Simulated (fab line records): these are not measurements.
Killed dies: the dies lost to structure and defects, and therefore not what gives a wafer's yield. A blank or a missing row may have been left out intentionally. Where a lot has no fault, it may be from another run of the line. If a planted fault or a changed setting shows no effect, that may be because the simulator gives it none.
Matching of chambers ; flow nandHarc ; NHARC_P_M1_PRE_CLEAN_32 on pecvd-01 has 3 sister chambers
The step time 12 s. 14 wafers are shown with their chamber, then 7 later ones without.

WAFERS WITH THEIR CHAMBER
wafer;chamber;heaterPowerW (W)
L954.2;0;667
L954.3;1;578
L954.4;1;587
L957.1;2;682
L957.2;0;631
L957.4;0;632
L958.1;2;707
L958.5;1;633
L958.6;2;708
L962.1;2;672
L962.4;1;672
L962.6;0;687
L971.1;2;654
L971.5;0;692

SIGNATURES, as means of the wafers listed above
reading;chamber 0;chamber 1;chamber 2;scatter within a chamber
heaterPowerW;661.80;617.50;684.60;32
Rule: distance of a wafer from a chamber = root of the sum over the readings of ((wafer's reading minus chamber's mean) / reading's scatter) squared. If the next closest chamber is less than 2 further off than the closest, the wafer can't be placed; otherwise it belongs to the closest. How the scatter is found: for the shown wafers, subtract from each reading the mean of its chamber, square and add these, divide the total by (wafers less chambers), then take the root.

WAFERS WITHOUT THEIR CHAMBER
wafer;heaterPowerW (W)
L971.6;655
L972.1;606
L972.4;700
L972.6;730
L974.2;688
L974.4;723
L974.6;729

EACH ONE'S CHAMBER
wafer;from the rows above;in truth
L971.6;can't be placed: 0 or 2 or 1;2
L972.1;can't be placed: 1 or 0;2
L972.4;can't be placed: 2 or 0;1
L972.6;can't be placed: 2 or 0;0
L974.2;can't be placed: 2 or 0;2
L974.4;can't be placed: 2 or 0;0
L974.6;can't be placed: 2 or 0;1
Placed correctly: 0 of 7. Unplaceable from these rows: 7, with the true chamber sitting among the candidates in 4. Number placed wrongly: 0.
